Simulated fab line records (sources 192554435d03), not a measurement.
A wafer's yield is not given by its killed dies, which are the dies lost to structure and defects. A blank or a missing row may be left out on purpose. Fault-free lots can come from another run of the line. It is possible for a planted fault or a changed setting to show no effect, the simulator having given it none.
fab line records -- flow n5-finfet
record: lots: 10, wafers: 30, last-day: 18
route steps=1938 shown BEOL_M4@1111 BEOL_M10@1525 BEOL_M11@1536 PASSIVATION@1936
lots untouched by any fault: they come from a run of this same line in which no faults occurred
start-h: hours from the record's first day to the start of the lot's first wafer shown -- wait-h: hours elapsed since this lot's preceding step -- " unchanged from the row above -- L1.1+2: several wafers, shown together as one row -- - no value, or no start was given -- * or withheld: withheld -- < > ~ a bound
route shown NAME@n: a module of which the file shows steps, and the number in the route of the first -- usual: the fault-free wafers' mean and standard deviation -- same: alike in all rows -- chamber/n: place in a boat -- sites: readings site by site -- _std_site: standard deviation across them -- _edge_site: inner sites' mean taken away from outer sites' mean -- radius-mm: how far each site lies from the wafer's centre -- mask NAME#n: copy n -- behind: the most recent tool/chamber to have shaped the wafer -- hold: cause of the lot's hold/its duration in hours/its outcome -- device: names the non-switching transistor (n, p or np) -- end of line: tests of these same wafers at the route's end -- a step with no rows: only its recipe -- killed: not the wafer's yield, but the dies lost to structure and defects at the first sort -- map: a wafer's dies, x killed, . not, _ none there
set.NAME: the setting as run; set.NAME@STEP: as run at that earlier step -- model.NAME: the simulator's own value behind a step, which no gauge read
the route's steps for a sample of lots (tables are steps, rows are wafers)
services: when a tool's chamber went out of use (start-h, in hours from the record's first day, below 0 if earlier), for how many hours, and the reason
== steps ==
step: N5_BEOL_M4_RC_MEAS_101
usual: DIBL_N: 36.4/2, DIBL_P: 36.1/2.5, IOFF_N: 0.16/0.037, IOFF_P: 0.20/0.038, ION_N: 670/13, ION_P: 459/8.3, SS_N: 71.6/0.69, SS_P: 73.3/0.72, VT_N: 250/3.4, VT_P: -251/3.1
lot.wafer,tool,chamber,start-h,wait-h,DIBL_N[mV/V],DIBL_P[mV/V],IOFF_N[nA/um],IOFF_P[nA/um],ION_N[uA/um],ION_P[uA/um],SS_N[mV/dec],SS_P[mV/dec],VT_N[mV],VT_P[mV]
L851.3,prober-02,0,161.43,0.3,39.2,38.6,0.21,0.27,693,473,71.8,73.5,244,-246
L851.5,prober-02,0,161.43,0.3,33.8,32.0,0.11,0.17,647,453,70.6,72.3,255,-253
L851.6,prober-02,0,161.43,0.3,36.4,34.3,0.15,0.18,690,470,71.7,72.8,250,-251
L854.2,prober-01,0,179.75,0.2,34.5,33.9,0.12,0.16,665,454,71.7,72.6,255,-255
L854.3,prober-01,0,179.75,0.2,36.0,36.7,0.16,0.21,681,467,72.5,72.8,247,-249
L854.4,prober-01,0,179.75,0.2,32.3,32.2,0.10,0.14,654,457,70.5,71.8,256,-255
L855.3,prober-01,0,190.24,0.3,34.4,35.5,0.13,0.21,640,448,71.0,73.1,254,-250
L855.4,prober-01,0,190.24,0.3,32.4,31.9,0.10,0.16,650,450,69.9,72.2,256,-253
L855.6,prober-01,0,190.24,0.3,35.2,36.7,0.15,0.22,673,462,70.7,72.9,248,-248
L859.2,prober-01,0,207.50,0.2,36.6,35.8,0.15,0.22,653,456,71.7,72.9,252,-248
L859.3,prober-01,0,207.50,0.2,36.1,34.4,0.14,0.21,664,462,70.7,72.8,250,-249
L859.6,prober-01,0,207.50,0.2,34.6,32.6,0.13,0.18,661,461,70.5,73.0,252,-251
L867.2,prober-01,0,279.39,0.2,38.5,37.5,0.20,0.24,675,458,72.3,73.6,247,-248
L867.3,prober-01,0,279.39,0.2,34.5,32.4,0.12,0.15,657,453,70.6,73.1,256,-257
L867.5,prober-01,0,279.39,0.2,37.0,36.0,0.15,0.21,662,451,71.0,73.9,250,-251
L870.1,prober-02,0,279.45,0.0,39.0,40.1,0.21,0.25,684,464,72.2,73.8,248,-249
L870.4,prober-02,0,279.45,0.0,34.5,34.5,0.12,0.16,657,454,71.0,72.7,255,-255
L870.6,prober-02,0,279.45,0.0,33.6,33.7,0.11,0.15,654,450,71.1,72.6,255,-254
L869.2,prober-01,0,290.48,0.2,37.0,39.0,0.17,0.27,674,469,71.6,73.9,252,-246
L869.4,prober-01,0,290.48,0.2,35.0,34.6,0.12,0.20,654,461,71.4,72.7,254,-250
L869.6,prober-01,0,290.48,0.2,35.4,36.6,0.13,0.22,661,467,71.2,73.8,253,-247
L871.1,prober-02,0,297.49,0.0,35.5,35.2,0.15,0.21,669,460,72.0,72.5,250,-250
L871.2,prober-02,0,297.49,0.0,34.2,34.1,0.12,0.18,669,459,71.5,72.3,255,-251
L871.3,prober-02,0,297.49,0.0,37.4,36.8,0.19,0.22,668,456,73.1,73.3,247,-249
L872.3,prober-02,0,300.32,0.3,35.4,36.3,0.14,0.18,678,464,70.8,73.9,252,-254
L872.5,prober-02,0,300.32,0.3,37.1,36.9,0.15,0.18,657,441,71.9,73.3,253,-256
L872.6,prober-02,0,300.32,0.3,35.8,36.5,0.14,0.18,663,458,71.3,73.5,250,-256
L873.2,prober-01,0,304.50,0.2,36.7,36.9,0.18,0.19,676,455,71.4,74.0,246,-254
L873.3,prober-01,0,304.50,0.2,37.6,36.4,0.17,0.18,668,445,71.6,73.9,247,-255
L873.5,prober-01,0,304.50,0.2,35.3,34.9,0.13,0.17,651,452,70.8,72.3,251,-256
step: N5_BEOL_M10_SURFACE_TREAT_76
recipe: gas: Ar, time-s: *, ion-energy-ev: *, ion-current-ma-cm2: 0.5, pressure-mtorr: *, ar-flow-sccm: 30
usual: throttle-valve-pct: *
lot.wafer,tool,chamber,start-h,wait-h,throttle-valve-pct
L851.3,pvd-sputter-03,-,207.91,0.2,*
L851.5,pvd-sputter-03,-,207.91,0.2,*
L851.6,pvd-sputter-03,-,207.91,0.2,*
L854.2,pvd-sputter-01,-,231.42,0.2,*
L854.3,pvd-sputter-01,-,231.42,0.2,*
L854.4,pvd-sputter-01,-,231.42,0.2,*
L855.3,pvd-sputter-03,-,240.20,0.2,*
L855.4,pvd-sputter-03,-,240.20,0.2,*
L855.6,pvd-sputter-03,-,240.20,0.2,*
L859.2,pvd-sputter-01,-,266.97,0.3,*
L859.3,pvd-sputter-01,-,266.97,0.3,*
L859.6,pvd-sputter-01,-,266.97,0.3,*
L870.1,pvd-sputter-03,-,333.99,0.2,*
L870.4,pvd-sputter-03,-,333.99,0.2,*
L870.6,pvd-sputter-03,-,333.99,0.2,*
L867.2,pvd-sputter-03,-,334.27,0.2,*
L867.3,pvd-sputter-03,-,334.27,0.2,*
L867.5,pvd-sputter-03,-,334.27,0.2,*
L869.2,pvd-sputter-01,-,340.04,0.2,*
L869.4,pvd-sputter-01,-,340.04,0.2,*
L869.6,pvd-sputter-01,-,340.04,0.2,*
L871.1,pvd-sputter-02,-,354.79,0.2,*
L871.2,pvd-sputter-02,-,354.79,0.2,*
L871.3,pvd-sputter-02,-,354.79,0.2,*
L873.2,pvd-sputter-01,-,357.97,0.2,*
L873.3,pvd-sputter-01,-,357.97,0.2,*
L873.5,pvd-sputter-01,-,357.97,0.2,*
L872.3,pvd-sputter-03,-,358.36,0.2,*
L872.5,pvd-sputter-03,-,358.36,0.2,*
L872.6,pvd-sputter-03,-,358.36,0.2,*
step: N5_BEOL_M10_SPUTTER_48
recipe: material: Cu, target-thk-a: 120, temp-c: -20, bias-v: 60, power-w: 26000, chamber-pressure-pa: 0.13, time-s: 2
usual: bias-v: 60.0/0.63, cathode-dc-power-W: 26000/4.6, chamber-pressure-pa: 0.13/0.00027, throttle-valve-pct: 29.9/1.4
lot.wafer,tool,chamber,start-h,wait-h,bias-v,cathode-dc-power-W,chamber-pressure-pa,throttle-valve-pct
L851.3,pvd-sputter-01,-,209.55,1.3,61.7,25990,0.12975,28.6
L851.5,pvd-sputter-01,-,209.55,1.3,59.7,25996,0.12999,30.5
L851.6,pvd-sputter-01,-,209.55,1.3,59.1,25999,0.13012,28.9
L854.2,pvd-sputter-01,-,231.86,0.3,60.3,26001,0.13023,30.4
L854.3,pvd-sputter-01,-,231.86,0.3,59.5,25998,0.13064,27.2
L854.4,pvd-sputter-01,-,231.86,0.3,59.9,26005,0.13001,28.4
L855.3,pvd-sputter-02,-,240.41,0.1,59.0,25994,0.12976,31.0
L855.4,pvd-sputter-02,-,240.41,0.1,59.7,26004,0.12918,29.0
L855.6,pvd-sputter-02,-,240.41,0.1,60.0,25998,0.12958,31.3
L859.2,pvd-sputter-01,-,267.21,0.1,59.2,26003,0.13043,30.6
L859.3,pvd-sputter-01,-,267.21,0.1,61.0,25997,0.12996,29.2
L859.6,pvd-sputter-01,-,267.21,0.1,59.7,26004,0.12985,27.2
L870.1,pvd-sputter-01,-,334.24,0.1,-,-,-,-
L870.4,pvd-sputter-01,-,334.24,0.1,-,-,-,-
L870.6,pvd-sputter-01,-,334.24,0.1,-,-,-,-
L867.2,pvd-sputter-01,-,334.80,0.2,-,-,-,-
L867.3,pvd-sputter-01,-,334.80,0.2,-,-,-,-
L867.5,pvd-sputter-01,-,334.80,0.2,-,-,-,-
L869.2,pvd-sputter-01,-,340.65,0.5,-,-,-,-
L869.4,pvd-sputter-01,-,340.65,0.5,-,-,-,-
L869.6,pvd-sputter-01,-,340.65,0.5,-,-,-,-
L871.1,pvd-sputter-02,-,354.97,0.1,60.2,25997,0.12992,28.9
L871.2,pvd-sputter-02,-,354.97,0.1,59.5,25998,0.12982,30.0
L871.3,pvd-sputter-02,-,354.97,0.1,59.4,25995,0.13019,30.5
L873.2,pvd-sputter-03,-,358.14,0.1,59.8,25997,0.13023,31.6
L873.3,pvd-sputter-03,-,358.14,0.1,60.2,26004,0.13019,31.8
L873.5,pvd-sputter-03,-,358.14,0.1,60.1,26003,0.13044,31.5
L872.3,pvd-sputter-01,-,358.54,0.1,61.0,26005,0.12989,30.6
L872.5,pvd-sputter-01,-,358.54,0.1,59.6,26000,0.13046,30.5
L872.6,pvd-sputter-01,-,358.54,0.1,61.3,26002,0.13012,28.6
step: N5_BEOL_M10_CMP_52
recipe: stop-on: SiCOH_lowk, t-overpolish-s: 7, down-force-psi: 1, platen-rpm: 50, clearing-platen-down-force-psi: 1.5, clearing-platen-rpm: 50, post-cmp-clean: cu-alkaline, target-thk-nm: 140, clearing-platen-pad-velocity-m-s: 0.99484, pad-velocity-m-s: 0.99484
usual: motor-current-A: 6.1/0.81, time-to-endpoint-s: 64/3.8
lot.wafer,tool,chamber,start-h,wait-h,motor-current-A,time-to-endpoint-s
L851.3,cmp-02,3,210.23,0.2,6.5,63
L851.6,cmp-02,1,210.23,0.2,7.0,69
L851.5,cmp-02,2,210.23,0.2,4.6,63
L854.2,cmp-03,3,232.66,0.3,6.1,58
L854.3,cmp-03,1,232.66,0.3,6.5,62
L854.4,cmp-03,2,232.66,0.3,7.4,60
L855.4,cmp-03,0,241.24,0.2,6.1,61
L855.3,cmp-03,3,241.24,0.2,6.0,65
L855.6,cmp-03,1,241.24,0.2,6.4,64
L859.3,cmp-02,0,268.03,0.2,5.4,68
L859.2,cmp-02,2,268.03,0.2,4.7,59
L859.6,cmp-02,0,268.03,0.2,5.4,66
L870.4,cmp-02,3,335.00,0.2,6.3,2
L870.1,cmp-02,1,335.00,0.2,6.8,7
L870.6,cmp-02,2,335.00,0.2,4.9,0
L867.3,cmp-03,2,335.38,0.2,7.1,0
L867.2,cmp-03,0,335.38,0.2,6.2,1
L867.5,cmp-03,1,335.38,0.2,6.7,0
L869.2,cmp-01,3,341.37,0.2,6.8,0
L869.4,cmp-01,0,341.37,0.2,6.9,3
L869.6,cmp-01,3,341.37,0.2,6.2,0
L871.2,cmp-02,1,355.50,0.2,7.1,66
L871.3,cmp-02,2,355.50,0.2,5.1,62
L871.1,cmp-02,0,355.50,0.2,5.4,67
L873.3,cmp-01,0,358.67,0.2,6.9,73
L873.2,cmp-01,3,358.67,0.2,6.7,66
L873.5,cmp-01,1,358.67,0.2,5.2,60
L872.3,cmp-02,0,359.27,0.2,5.6,72
L872.5,cmp-02,2,359.27,0.2,4.7,64
L872.6,cmp-02,3,359.27,0.2,6.2,64
step: N5_BEOL_M11_ILD_DEP_00
recipe: material: SiCOH_lowk, target-thk-a: 3085.1, temp-c: 300, precursor: DEMS/porogen, pressure-torr: 5, rf-w: 500, time-s: 58
usual: heater-power-w: 343/73, showerhead-plenum-p-Torr: 5.745/0.012, throttle-valve-pct: 13.8/0.73
lot.wafer,tool,chamber,start-h,wait-h,heater-power-w,showerhead-plenum-p-Torr,throttle-valve-pct
L851.3,pecvd-01,2,210.65,0.0,263,5.733,13.1
L851.5,pecvd-01,0,210.65,0.0,434,5.737,13.2
L851.6,pecvd-01,1,210.65,0.0,355,5.749,14.5
L854.2,pecvd-02,0,233.16,0.0,387,5.744,13.6
L854.3,pecvd-02,1,233.16,0.0,211,5.761,13.0
L854.4,pecvd-02,2,233.16,0.0,379,5.747,12.9
L855.3,pecvd-04,1,241.73,0.0,422,5.742,14.7
L855.4,pecvd-04,2,241.73,0.0,332,5.736,13.8
L855.6,pecvd-04,1,241.73,0.0,431,5.725,14.6
L859.2,pecvd-04,0,268.48,0.0,310,5.759,15.4
L859.3,pecvd-04,1,268.48,0.0,416,5.732,14.5
L859.6,pecvd-04,1,268.48,0.0,414,5.724,14.5
L871.1,pecvd-02,2,355.99,0.0,368,5.753,13.2
L871.2,pecvd-02,0,355.99,0.0,387,5.748,14.0
L871.3,pecvd-02,1,355.99,0.0,210,5.759,13.3
L873.2,pecvd-04,1,359.16,0.0,400,5.728,14.5
L873.3,pecvd-04,2,359.16,0.0,284,5.753,13.5
L873.5,pecvd-04,1,359.16,0.0,409,5.731,14.5
L872.3,pecvd-02,1,359.72,0.0,171,5.748,13.3
L872.5,pecvd-02,0,359.72,0.0,403,5.736,13.9
L872.6,pecvd-02,1,359.72,0.0,179,5.756,13.2
step: N5_PASSIVATION_PROBE_49
usual: defect-limited-yield: 91.2/1.6, killed_at_M0_to_M3: 34/11, killed_at_M4_up: 13/5.2, killed-at-contacts: 13/6.3, killed-at-front-end: 40/14, killed-at-other: 3.2/2.4, killed-dies: 104/19, killed-on-rim: 14/4.2, killed-open: 69/14, killed-short: 32/7.5, sort_bin_5_function: 5.3/1.1, sort_bin_6_memory: 3.2/0.73, sort_bin_8_speed: 0.01/0.038, sort-n-pass: 1076/19, sort-yield-pct: 91.2/1.6
same: gross-dies: 1180, killed-at-back-side: 0, sort_bin_4_leakage[%]: 0
lot.wafer,tool,chamber,start-h,wait-h,defect-limited-yield[%],killed_at_M0_to_M3,killed_at_M4_up,killed-at-contacts,killed-at-front-end,killed-at-other,killed-dies,killed-on-rim,killed-open,killed-short,sort_bin_5_function[%],sort_bin_6_memory[%],sort_bin_8_speed[%],sort-n-pass,sort-yield-pct[%]
L867.2,prober-01,-,385.02,0.1,0,38,1077,15,49,1,1180,152,80,38,95.2,4.7,0,0,0
L867.3,prober-01,-,385.07,0.1,0,68,1049,15,45,3,1180,152,89,51,94.5,5.2,0,0,0
L867.5,prober-01,-,385.17,0.2,0,51,1072,8,48,1,1180,152,79,47,96.4,3.3,0,0,0
L870.1,prober-02,-,387.37,0.0,0,32,1091,14,41,2,1180,152,69,24,96.7,3.1,0,0,0
L870.4,prober-02,-,387.52,0.2,0,35,1090,11,39,5,1180,152,56,39,96.7,2.8,0,0,0
L870.6,prober-02,-,387.62,0.3,0,50,1090,5,34,1,1180,152,70,28,97.3,2.6,0,0,0
L869.2,prober-01,-,393.39,0.1,0,46,1058,27,46,3,1180,152,90,44,94.8,4.6,0,0,0
L869.4,prober-01,-,393.49,0.2,0,20,1114,18,25,3,1180,152,49,27,98.1,1.8,0,0,0
L869.6,prober-01,-,393.59,0.3,0,20,1121,17,21,1,1180,152,50,18,97.2,2.5,0,0,0
killed by level:class
L867.2 BEOL_M10:area-sputter=537 BEOL_M10:area-ecd=524 BEOL_M0_SAQP:geometric-particle:open=15 FIN_SAQP:geometric-particle:open=14 MOL_CONTACT_COAG:geometric-particle:open=10 GATE_CUT:geometric-particle:short=9 BEOL_M0_SAQP:geometric-particle:short=9 BEOL_M4:geometric-particle:open=9
L867.3 BEOL_M10:area-sputter=538 BEOL_M10:area-ecd=502 BEOL_M0_SAQP:geometric-particle:short=16 BEOL_M2:geometric-particle:open=14 FIN_SAQP:geometric-particle:open=13 BEOL_M0_SAQP:geometric-particle:open=12 BEOL_M1:geometric-particle:open=11 BEOL_M3:geometric-particle:open=11
L867.5 BEOL_M10:area-sputter=548 BEOL_M10:area-ecd=504 FIN_SAQP:geometric-particle:open=14 BEOL_M3:geometric-particle:open=12 BEOL_M0_SAQP:geometric-particle:open=11 FIN_SAQP:geometric-particle:short=10 BEOL_M4:geometric-particle:open=9 BEOL_M0_SAQP:geometric-particle:short=8
L870.1 BEOL_M10:area-ecd=564 BEOL_M10:area-sputter=520 BEOL_M0_SAQP:geometric-particle:open=12 MOL_CONTACT_COAG:geometric-particle:open=11 FIN_SAQP:geometric-particle:short=7 STI_FIN_REVEAL:geometric-particle:open=7 BEOL_M1:geometric-particle:open=7 BEOL_M2:geometric-particle:open=6
L870.4 BEOL_M10:area-sputter=544 BEOL_M10:area-ecd=539 BEOL_M0_SAQP:geometric-particle:short=12 MOL_CONTACT_COAG:geometric-particle:open=10 BEOL_M0_SAQP:geometric-particle:open=9 FIN_SAQP:geometric-particle:short=8 DUMMY_GATE:geometric-particle:open=6 GATE_CUT:geometric-particle:short=6
L870.6 BEOL_M10:area-ecd=545 BEOL_M10:area-sputter=535 BEOL_M0_SAQP:geometric-particle:open=12 BEOL_M3:geometric-particle:open=11 BEOL_M0_SAQP:geometric-particle:short=10 BEOL_M1:geometric-particle:open=9 STARTING-WAFER:geometric-particle:open=6 FIN_SAQP:geometric-particle:open=5
L869.2 BEOL_M10:area-ecd=529 BEOL_M10:area-sputter=516 MOL_CONTACT_COAG:geometric-particle:open=20 FIN_SAQP:geometric-particle:short=13 BEOL_M3:geometric-particle:open=11 FIN_SAQP:geometric-particle:open=8 STI_FIN_REVEAL:geometric-particle:open=7 MOL_CONTACT_COAG:geometric-particle:short=7
L869.4 BEOL_M10:area-sputter=564 BEOL_M10:area-ecd=539 MOL_CONTACT_COAG:geometric-particle:open=15 BEOL_M4:geometric-particle:open=5 DUMMY_GATE:geometric-particle:open=4 BEOL_M2:geometric-particle:short=4 BEOL_M3:geometric-particle:open=4 STI_FIN_REVEAL:geometric-particle:open=3
L869.6 BEOL_M10:area-sputter=556 BEOL_M10:area-ecd=555 MOL_CONTACT_COAG:geometric-particle:open=13 BEOL_M1:geometric-particle:open=8 STI_FIN_REVEAL:geometric-particle:open=4 MOL_CONTACT_COAG:geometric-particle:short=4 BEOL_M0_SAQP:geometric-particle:open=4 FIN_SAQP:geometric-particle:open=3
== services ==
tool,chamber,start-h,hours,kind
cmp-03,-,192.55,7.1,pm
cmp-03,-,209.25,4.0,pm
cmp-03,-,213.25,-,consumable-replace:conditioner
cmp-03,-,213.25,-,consumable-replace:pad
cmp-03,-,230.23,0.5,repair
pecvd-01,-,238.21,2.8,pm
pecvd-02,-,240.84,1.9,repair
pecvd-01,-,243.67,0.6,repair
pecvd-04,2,249.13,-,clean
pecvd-04,2,249.13,29.5,scheduled-down
pecvd-04,2,249.13,29.5,vent-cycle
cmp-01,-,249.27,0.4,repair
cmp-01,-,267.77,4.0,pm
cmp-02,-,271.79,4.5,repair
cmp-03,-,273.50,26.7,repair
pecvd-04,0,278.63,2.1,scheduled-down
pecvd-04,1,284.57,2.1,scheduled-down
pecvd-04,-,285.18,6.0,pm
pecvd-02,2,289.50,2.1,scheduled-down
pecvd-02,1,294.98,5.5,scheduled-down
cmp-03,-,302.15,15.6,pm
cmp-01,-,324.78,0.4,repair
cmp-03,-,326.82,6.2,pm
cmp-03,-,354.59,0.9,repair
== key ==
first-sign: step: N5_BEOL_M10_SPUTTER_48, reading: tool-record, direction: missing
effect: step: N5_BEOL_M10_CMP_52, reading: time-to-endpoint-s, direction: down, sigmas: 17, usual: *, struck: *
effect: step: N5_PASSIVATION_PROBE_49, reading: killed_at_M4_up, direction: up, sigmas: 99+, usual: 13, struck: 1085
more-kills-born-at: N5_BEOL_M10_SPUTTER_48@pvd-sputter-01: 4858, N5_BEOL_M10_ECD_50@ecd-cu-01: 4801
met-at N5_BEOL_M10_SPUTTER_48
struck-lots L867,L869,L870
later-rows-left-out L867.2,L867.3,L867.5,L869.2,L869.4,L869.6,L870.1,L870.4,L870.6
not-acting-at N5_BEOL_M10_SURFACE_TREAT_76,N5_BEOL_M11_ILD_DEP_00
onset-between 267.21 334.24
fault: kind: skipped-step-whole, tool: pvd-sputter-01, chamber: -, onset-h: 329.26, steps: N5_BEOL_M10_SPUTTER_48, scope: struck-lots-only
later-rows-left-out: the simulator's readings of these wafers behind a module that went badly wrong aren't trusted and aren't shown, but for the sort
